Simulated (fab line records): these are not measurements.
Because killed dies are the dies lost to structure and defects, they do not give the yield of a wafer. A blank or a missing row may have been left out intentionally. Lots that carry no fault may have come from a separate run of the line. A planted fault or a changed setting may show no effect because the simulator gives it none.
What tool caused it? / flow nand_harc / Sampling: 7 lots, 21 wafers, 3 of 1302 route steps

== WHAT EACH GAUGE READ, for each wafer ==
NHARC_A_ONON_D2_THK_MEAS_02: measures by ellipsometry.
lot=L576; measured=day 13 10:16; on=film_metro-02; thk_nm (nm)=991 990 990
lot=L579; measured=day 14 13:27; on=film_metro-02; thk_nm (nm)=998 996 996
lot=L581; measured=day 15 12:07; on=film_metro-01; thk_nm (nm)=983 984 984
lot=L583; measured=day 16 04:29; on=film_metro-02; thk_nm (nm)=990 990 990
lot=L586; measured=day 16 23:33; on=film_metro-01; thk_nm (nm)=1002 1003 1001
lot=L590; measured=day 18 21:08; on=film_metro-02; thk_nm (nm)=918 1000 917
lot=L597; measured=day 21 19:38; on=film_metro-02; thk_nm (nm)=1001 1002 1004

== WHAT TOOL EACH LOT RAN ON (gives the tool, then ch and the chambers of the sampled wafers, and finally the start) ==
lot=L576; NHARC_A_DECK1_JOINT_DEP_16=pecvd-03 ch 0,1,2, day 13 09:22; NHARC_A_ONON_D2_DEP_00=pecvd_onon-01 ch 0, day 13 09:52
lot=L579; NHARC_A_DECK1_JOINT_DEP_16=pecvd-04 ch 1,2, day 14 12:34; NHARC_A_ONON_D2_DEP_00=pecvd_onon-02 ch 0, day 14 12:56
lot=L581; NHARC_A_DECK1_JOINT_DEP_16=pecvd-04 ch 0,1,2, day 15 11:14; NHARC_A_ONON_D2_DEP_00=pecvd_onon-02 ch 0, day 15 11:37
lot=L583; NHARC_A_DECK1_JOINT_DEP_16=pecvd-02 ch 0,1,2, day 16 03:37; NHARC_A_ONON_D2_DEP_00=pecvd_onon-01 ch 0, day 16 04:05
lot=L586; NHARC_A_DECK1_JOINT_DEP_16=pecvd-02 ch 0,1,2, day 16 22:41; NHARC_A_ONON_D2_DEP_00=pecvd_onon-02 ch 0, day 16 23:02
lot=L590; NHARC_A_DECK1_JOINT_DEP_16=pecvd-03 ch 1,2, day 18 20:15; NHARC_A_ONON_D2_DEP_00=pecvd_onon-02 ch 0, day 18 20:38
lot=L597; NHARC_A_DECK1_JOINT_DEP_16=pecvd-04 ch 0,1, day 21 18:45; NHARC_A_ONON_D2_DEP_00=pecvd_onon-03 ch 0, day 21 19:08
- NHARC_A_DECK1_JOINT_DEP_16: deposits SiO2, target thk 45 nm.
- NHARC_A_ONON_D2_DEP_00: target thk 1000 nm.

== THE ANSWER, worked out from the rows above alone ==
Rule: usual is defined by the lots themselves. The widest of any qualifying gaps counts: lots, ordered by their means at a reading, are off when they make up no more than a third of the lots, leave a main group of 4 or more, and stand apart from it by 3 or more times the standard deviation of that group's means. If all means in a main group match to the digits the tables above print for the reading, that group is not used. A lot without any number at a reading at which 4 lots or more have one is off too. The other lots that the step has rows for count as sound.
Off at NHARC_A_ONON_D2_THK_MEAS_02 (thk_nm): L590. For the main group the mean is 994 nm and the standard deviation 6.8.
If a tool, at a process step before that reading, ran all the lots that are off and no sound lot after the first of them, it fits. Gauges at NHARC_A_ONON_D2_THK_MEAS_02: tried the same way as those tools. 2 tools fit, pecvd-03 at NHARC_A_DECK1_JOINT_DEP_16 and pecvd_onon-02 at NHARC_A_ONON_D2_DEP_00, so this cannot tell which one it is.

== WHAT WAS PUT IN BY THE SIMULATOR ==
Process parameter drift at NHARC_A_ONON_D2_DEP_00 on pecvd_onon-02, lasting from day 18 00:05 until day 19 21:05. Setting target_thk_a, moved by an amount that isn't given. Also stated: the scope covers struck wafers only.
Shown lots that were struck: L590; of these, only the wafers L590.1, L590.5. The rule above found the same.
